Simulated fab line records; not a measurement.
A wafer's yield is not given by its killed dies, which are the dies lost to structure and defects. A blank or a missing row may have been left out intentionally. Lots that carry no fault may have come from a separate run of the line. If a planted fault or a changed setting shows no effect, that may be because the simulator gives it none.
Chamber matching / flow nand-harc / ald-hk-04 running NHARC_A_CHANNEL_FILL_D1_ALD_25: 4 sister chambers
The step deposits SiOx, target thk 60 nm, pulse time 10 s, ald cycles 600. 16 wafers are shown with their chamber, then 8 later ones without.

WAFERS WITH THEIR CHAMBER
wafer=L074.2; chamber=1; heater-power-outer-w (W)=278; heater-power-w (W)=493; precursor-pulse-height-rel=1.006
wafer=L074.5; chamber=1; heater-power-outer-w (W)=270; heater-power-w (W)=501; precursor-pulse-height-rel=1.019
wafer=L074.6; chamber=2; heater-power-outer-w (W)=239; heater-power-w (W)=433; precursor-pulse-height-rel=0.978
wafer=L078.2; chamber=1; heater-power-outer-w (W)=269; heater-power-w (W)=489; precursor-pulse-height-rel=0.982
wafer=L078.1; chamber=3; heater-power-outer-w (W)=263; heater-power-w (W)=463; precursor-pulse-height-rel=0.994
wafer=L078.5; chamber=2; heater-power-outer-w (W)=254; heater-power-w (W)=458; precursor-pulse-height-rel=1.002
wafer=L080.2; chamber=0; heater-power-outer-w (W)=219; heater-power-w (W)=436; precursor-pulse-height-rel=1.018
wafer=L080.1; chamber=3; heater-power-outer-w (W)=246; heater-power-w (W)=459; precursor-pulse-height-rel=1.010
wafer=L080.5; chamber=1; heater-power-outer-w (W)=276; heater-power-w (W)=482; precursor-pulse-height-rel=1.000
wafer=L083.2; chamber=3; heater-power-outer-w (W)=260; heater-power-w (W)=456; precursor-pulse-height-rel=0.991
wafer=L083.5; chamber=3; heater-power-outer-w (W)=249; heater-power-w (W)=482; precursor-pulse-height-rel=1.013
wafer=L083.6; chamber=2; heater-power-outer-w (W)=256; heater-power-w (W)=462; precursor-pulse-height-rel=0.962
wafer=L088.1; chamber=0; heater-power-outer-w (W)=218; heater-power-w (W)=454; precursor-pulse-height-rel=0.996
wafer=L088.3; chamber=1; heater-power-outer-w (W)=280; heater-power-w (W)=482; precursor-pulse-height-rel=0.952
wafer=L088.6; chamber=3; heater-power-outer-w (W)=251; heater-power-w (W)=470; precursor-pulse-height-rel=0.977
wafer=L091.1; chamber=3; heater-power-outer-w (W)=264; heater-power-w (W)=471; precursor-pulse-height-rel=0.985

SIGNATURES (means of the wafers above)
reading=heater-power-outer-w; chamber 0=218.50; chamber 1=274.60; chamber 2=249.67; chamber 3=255.50; scatter within a chamber=6.89
reading=heater-power-w; chamber 0=445.00; chamber 1=489.40; chamber 2=451.00; chamber 3=466.83; scatter within a chamber=10.7
reading=precursor-pulse-height-rel; chamber 0=1.00700; chamber 1=0.99180; chamber 2=0.98067; chamber 3=0.99500; scatter within a chamber=0.0199
Rule: for each reading, subtract the chamber's mean from the wafer's reading, divide by that reading's scatter and square the result; add these up over the readings and take the root, which gives the wafer's distance from the chamber. If the next closest chamber is less than 2 further off than the closest, the wafer can't be placed; otherwise it belongs to the closest. The scatter: take each reading less its chamber's mean, square it, sum over the shown wafers, divide by the number of wafers less the number of chambers, and take the root.

WAFERS WITHOUT THEIR CHAMBER
wafer=L091.3; heater-power-outer-w (W)=252; heater-power-w (W)=457; precursor-pulse-height-rel=1.034
wafer=L091.6; heater-power-outer-w (W)=252; heater-power-w (W)=472; precursor-pulse-height-rel=1.002
wafer=L092.3; heater-power-outer-w (W)=255; heater-power-w (W)=487; precursor-pulse-height-rel=0.992
wafer=L092.4; heater-power-outer-w (W)=252; heater-power-w (W)=463; precursor-pulse-height-rel=1.011
wafer=L092.6; heater-power-outer-w (W)=253; heater-power-w (W)=460; precursor-pulse-height-rel=1.013
wafer=L097.4; heater-power-outer-w (W)=250; heater-power-w (W)=453; precursor-pulse-height-rel=0.987
wafer=L097.2; heater-power-outer-w (W)=290; heater-power-w (W)=483; precursor-pulse-height-rel=1.024
wafer=L097.5; heater-power-outer-w (W)=260; heater-power-w (W)=475; precursor-pulse-height-rel=0.981

CHAMBER TAKEN BY EACH
wafer=L091.3; from the rows above=can't be placed: 3 or 2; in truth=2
wafer=L091.6; from the rows above=can't be placed: 3 or 2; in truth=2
wafer=L092.3; from the rows above=can't be placed: 3 or 1 or 2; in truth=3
wafer=L092.4; from the rows above=can't be placed: 3 or 2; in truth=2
wafer=L092.6; from the rows above=can't be placed: 3 or 2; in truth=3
wafer=L097.4; from the rows above=can't be placed: 2 or 3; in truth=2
wafer=L097.2; from the rows above=1; in truth=1
wafer=L097.5; from the rows above=can't be placed: 3 or 1 or 2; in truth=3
Correct placement for 1 of the 8. These rows do not allow placing 7 (true chamber among the candidates in 7). Placed wrongly: 0.
